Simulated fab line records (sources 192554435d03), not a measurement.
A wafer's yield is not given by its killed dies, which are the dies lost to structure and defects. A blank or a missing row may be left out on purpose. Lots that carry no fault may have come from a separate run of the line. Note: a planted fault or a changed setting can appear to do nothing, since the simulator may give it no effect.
A struck lot beside a sound one -- flow n5-finfet -- 15 steps out of a route of 1938
Sound: the wafers L679.1, L679.2, L679.6. Struck: wafer L686.6 (L686.1, L686.5, from the same lot, were not struck and are left out); the cause is given at the end.
For every step that has rows: the tool of each side, followed by ch and its chambers, followed by its first start. Under that, the readings that differ: sound wafers -- struck wafers -- difference of the means -- sigmas: that difference in standard deviations of wafers without a fault.
alike: readings whose means differ by less than 2 such deviations, and words and numbers that are the same on both sides. not compared: withheld readings, readings that some wafer has no value for, bounds like >300 that may hide the same value, and numbers for which the record gives no deviation and whose values overlap.
A row with sigmas, a row that says differs or no value, or rows on one side alone: a step with any of these is where the two part. When numbers do not overlap yet have no deviation, they are printed without sigmas and do not part them. A reading missing from all wafers of one side parts the sides only when that side holds two or more wafers.

N5_BEOL_M8_TRENCH_ETCH_37: etches SiCOH lowk in C4F6/O2, target depth 93.478 nm, time 31.2 s.
  sound on rie-diel-05 ch 0,2,3; struck on rie-diel-05 ch 0
  alike: drypump-motor-current-A, oes_ar_750_au, oes-product-au, rf-vpp-V, showerhead-plenum-p-Torr, throttle-valve-pct
  not compared: rf-hours-counter-h
N5_BEOL_M8_ETCH_41: etches SiCN in CH3F/O2, target depth 31.9 nm, time 57.8 s.
  sound on rie-diel-05 ch 0,2,3; struck on rie-diel-05 ch 0
  alike: drypump-motor-current-A, oes-product-au, rf-vpp-V, showerhead-plenum-p-Torr, throttle-valve-pct
  not compared: rf-hours-counter-h
then, 1 step without rows for these wafers: N5_BEOL_M8_STRIP_80 (strips in N2/H2, time 10 s).
N5_BEOL_M8_OCD_MEAS_38:
  sound on ocd-01 at day 8 23:07; struck on ocd-02 at day 11 05:31
  alike: trench-depth-nm
then, 4 steps without rows for these wafers: N5_BEOL_M8_HM_STRIP_39 (strips TiN in peroxide tin strip, target depth 25 nm, time 158 s); N5_BEOL_M8_SRD_40 (time 30 s); N5_BEOL_M8_PRECLEAN_42 (cleans in residue remover, time 60 s); N5_BEOL_M8_SRD_43 (time 30 s).
N5_BEOL_M8_CD_MEAS_35 targets a cd of 40 nm.
  sound on cd-sem-01 at day 8 23:16; struck on cd-sem-02 at day 11 05:40
  alike: cd-nm
N5_BEOL_M8_CURE_75: cures SiCOH lowk, time 120 s.
  sound on uv-cure-01 ch 1, day 8 23:19; struck on uv-cure-02 ch 1, day 11 05:42
  alike: lamp-power-pct, wafer_temp_C_max
then, 1 step without rows for these wafers: N5_BEOL_M8_DEGAS_44 (time 60 s).
N5_BEOL_M8_PRE_CLEAN_45: time 30 s.
  sound on pvd-sputter-01 at day 8 23:58; struck on pvd-sputter-02 at day 11 06:04
reading,sound,struck,difference,sigmas
heater-power-w (W),366 400 311,242,-117,-3
N5_BEOL_M8_ALD_77: deposits TaN, target thk 2 nm, pulse time 2 s, purge time 3 s.
  sound on ald-metal-02 ch 0,3, day 9 00:16; struck on ald-metal-02 ch 3, day 11 06:10
reading,sound,struck,difference,sigmas
ald-cycles,40 40 40,42,+2,
  alike: heater-power-w, precursor-vessel-pressure-torr
N5_BEOL_M8_SURFACE_TREAT_79:
  sound on pvd-sputter-01 at day 9 01:56; struck on pvd-sputter-02 at day 11 06:43
  not compared: throttle-valve-pct
next, for these wafers, 1 step has no rows: N5_PASSIVATION_PROBE_49.

## WHERE THEY PART
Only at N5_BEOL_M8_PRE_CLEAN_45, within this record. Later steps at which nothing parts them and some readings are alike: N5_BEOL_M8_ALD_77.

WHY: what the simulator had put in
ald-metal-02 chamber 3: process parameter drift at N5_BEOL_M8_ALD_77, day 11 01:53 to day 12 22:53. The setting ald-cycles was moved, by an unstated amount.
